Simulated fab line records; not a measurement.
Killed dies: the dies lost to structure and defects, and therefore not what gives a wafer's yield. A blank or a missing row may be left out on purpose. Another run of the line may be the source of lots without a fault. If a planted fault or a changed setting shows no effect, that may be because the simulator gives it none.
Chamber matching || flow n5 finfet || N5_BEOL_M1_PRE_CLEAN_60 on cvd co-01 has 3 sister chambers
The step time 15 s. 3 wafers are shown with their chamber, then 10 later ones without.

## EACH WAFER AND ITS CHAMBER
{"wafer": "L086.3", "chamber": 1, "heater power outer w (W)": 20}
{"wafer": "L088.1", "chamber": 2, "heater power outer w (W)": 32}
{"wafer": "L088.2", "chamber": 0, "heater power outer w (W)": 0}

## WAFERS WHOSE CHAMBER IS MISSING
{"wafer": "L088.5", "heater power outer w (W)": 31}
{"wafer": "L087.2", "heater power outer w (W)": 20}
{"wafer": "L087.4", "heater power outer w (W)": 31}
{"wafer": "L087.5", "heater power outer w (W)": 0}
{"wafer": "L089.3", "heater power outer w (W)": 0}
{"wafer": "L089.4", "heater power outer w (W)": 0}
{"wafer": "L089.5", "heater power outer w (W)": 20}
{"wafer": "L092.2", "heater power outer w (W)": 32}
{"wafer": "L092.4", "heater power outer w (W)": 20}
{"wafer": "L092.5", "heater power outer w (W)": 31}

## WHICH CHAMBER EACH ONE RAN IN
{"wafer": "L088.5", "from the rows above": 2, "in truth": 2}
{"wafer": "L087.2", "from the rows above": 1, "in truth": 1}
{"wafer": "L087.4", "from the rows above": 2, "in truth": 2}
{"wafer": "L087.5", "from the rows above": 0, "in truth": 0}
{"wafer": "L089.3", "from the rows above": 0, "in truth": 0}
{"wafer": "L089.4", "from the rows above": 0, "in truth": 0}
{"wafer": "L089.5", "from the rows above": 1, "in truth": 1}
{"wafer": "L092.2", "from the rows above": 2, "in truth": 2}
{"wafer": "L092.4", "from the rows above": 1, "in truth": 1}
{"wafer": "L092.5", "from the rows above": 2, "in truth": 2}
Placed correctly: 10 of 10. Left unplaced by these rows: 0. Wrongly placed: 0.
How it was worked out, from the rows above alone: a wafer's distance from a chamber is the root of the sum, over the readings, of the square of ((its reading less the chamber's mean) divided by the reading's scatter). If the next closest chamber is less than 2 further off than the closest, the wafer can't be placed; otherwise it belongs to the closest. The mean given for a chamber averages the wafers shown for that chamber. The scatter (one wafer shown for each chamber): square how far every hidden wafer sits from the nearest shown wafer, average those squares and take the square root.
